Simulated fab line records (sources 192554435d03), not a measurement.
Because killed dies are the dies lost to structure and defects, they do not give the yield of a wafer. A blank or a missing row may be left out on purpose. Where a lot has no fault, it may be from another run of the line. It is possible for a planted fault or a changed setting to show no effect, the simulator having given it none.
Chamber matching -- flow n5Finfet -- N5_BEOL_M9_DEP_56 on pecvd-04 has 3 sister chambers
The step deposits SiCN from 3MS/NH3, target thk 15 nm, time 26.5 s. 22 wafers are shown with their chamber, then 11 later ones without.

== WAFERS, EACH WITH ITS CHAMBER ==
wafer,chamber,throttleValvePct (%),showerheadPlenumPTorr (Torr),rfFwdPowerW (W)
L075.2,2,9.2,3.645,200.1
L075.3,0,9.2,3.664,200.3
L075.5,2,9.1,3.660,200.6
L077.3,0,9.2,3.658,200.1
L077.5,0,9.0,3.649,200.6
L077.6,1,9.2,3.658,200.1
L078.1,2,9.3,3.655,201.8
L078.5,1,9.2,3.665,199.2
L078.6,0,9.0,3.651,200.8
L080.1,0,9.0,3.670,200.8
L080.3,1,9.0,3.656,200.4
L080.6,2,9.3,3.657,200.3
L085.2,2,9.1,3.657,199.7
L085.5,2,9.2,3.657,199.9
L085.6,0,9.2,3.660,201.2
L086.2,1,9.4,3.673,200.9
L086.5,1,9.2,3.654,200.1
L086.6,0,9.2,3.649,200.3
L092.1,1,9.4,3.661,199.7
L092.2,2,9.4,3.657,200.4
L092.3,0,9.0,3.659,199.8
L094.2,2,9.2,3.659,199.4

SIGNATURES, as means of the wafers listed above
reading,chamber 0,chamber 1,chamber 2,scatter within a chamber
throttleValvePct,9.100,9.233,9.225,0.119
showerheadPlenumPTorr,3.65750,3.66117,3.65587,0.00644
rfFwdPowerW,200.488,200.067,200.275,0.599
Rule: distance of a wafer from a chamber = root of the sum over the readings of ((wafer's reading minus chamber's mean) / reading's scatter) squared. The wafer belongs to the nearest chamber; if the next one is less than 2 further off, it can't be placed. The scatter is the square root of a quotient: the sum, over the shown wafers, of each reading's squared deviation from its chamber's mean, divided by wafers minus chambers.

== WAFERS MISSING THEIR CHAMBER ==
wafer,throttleValvePct (%),showerheadPlenumPTorr (Torr),rfFwdPowerW (W)
L094.3,9.1,3.656,199.8
L094.4,9.1,3.659,198.4
L093.2,9.2,3.665,199.2
L093.3,9.0,3.662,201.5
L093.4,9.2,3.662,199.8
L095.1,9.3,3.656,201.6
L095.4,9.2,3.662,199.4
L095.5,9.3,3.650,200.8
L096.1,9.5,3.663,199.3
L096.2,9.2,3.656,199.4
L096.4,9.1,3.657,200.0

== EACH ONE'S CHAMBER ==
wafer,from the rows above,in truth
L094.3,can't be placed: 0 or 2 or 1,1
L094.4,can't be placed: 1 or 2 or 0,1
L093.2,can't be placed: 1 or 2 or 0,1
L093.3,can't be placed: 0 or 2 or 1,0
L093.4,can't be placed: 1 or 2 or 0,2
L095.1,can't be placed: 2 or 0 or 1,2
L095.4,can't be placed: 1 or 2 or 0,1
L095.5,can't be placed: 2 or 0 or 1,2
L096.1,can't be placed: 1 or 2 or 0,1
L096.2,can't be placed: 1 or 2 or 0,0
L096.4,can't be placed: 0 or 2 or 1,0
Correct placement for 0 of the 11. Not placeable from these rows: 11 (in 11, the candidates include the true chamber). Placed wrongly: 0.
